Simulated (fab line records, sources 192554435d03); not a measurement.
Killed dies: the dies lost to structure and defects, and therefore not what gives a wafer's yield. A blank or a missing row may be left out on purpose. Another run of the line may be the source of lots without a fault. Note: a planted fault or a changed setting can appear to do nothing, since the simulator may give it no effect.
Matching of chambers ; flow n5_finfet ; N5_BEOL_M0_SAQP_ILD_DEP_01 on pecvd-02 has 3 sister chambers
The step deposits SiOC from DEMS/O2, target thk 45.419 nm, time 8.7 s. 3 wafers are shown with their chamber, then 7 later ones without.

WAFERS WITH THEIR CHAMBER
wafer;chamber;throttle_valve_pct (%)
L378.4;2;11.6
L379.3;0;12.3
L379.5;1;12.8

WAFERS MISSING THEIR CHAMBER
wafer;throttle_valve_pct (%)
L379.6;12.4
L384.1;13.0
L384.5;11.8
L387.3;11.4
L387.5;11.6
L388.4;13.1
L388.5;11.8

WHICH CHAMBER EACH ONE RAN IN
wafer;from the rows above;in truth
L379.6;can't be placed: 0 or 1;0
L384.1;1;1
L384.5;can't be placed: 2 or 0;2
L387.3;2;2
L387.5;2;2
L388.4;1;1
L388.5;can't be placed: 2 or 0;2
Correctly placed: 4 of 7. Can't be placed from these rows: 3 (the true chamber is among the candidates in 3). Number placed wrongly: 0.
How it was worked out, from the rows above alone: a wafer's distance from a chamber is the root of the sum, over the readings, of the square of ((its reading less the chamber's mean) divided by the reading's scatter). The wafer belongs to the nearest chamber; if the next one is less than 2 further off, it can't be placed. The mean given for a chamber averages the wafers shown for that chamber. The scatter: root of mean squared gap, hidden wafer to nearest shown wafer, with one shown wafer a chamber.
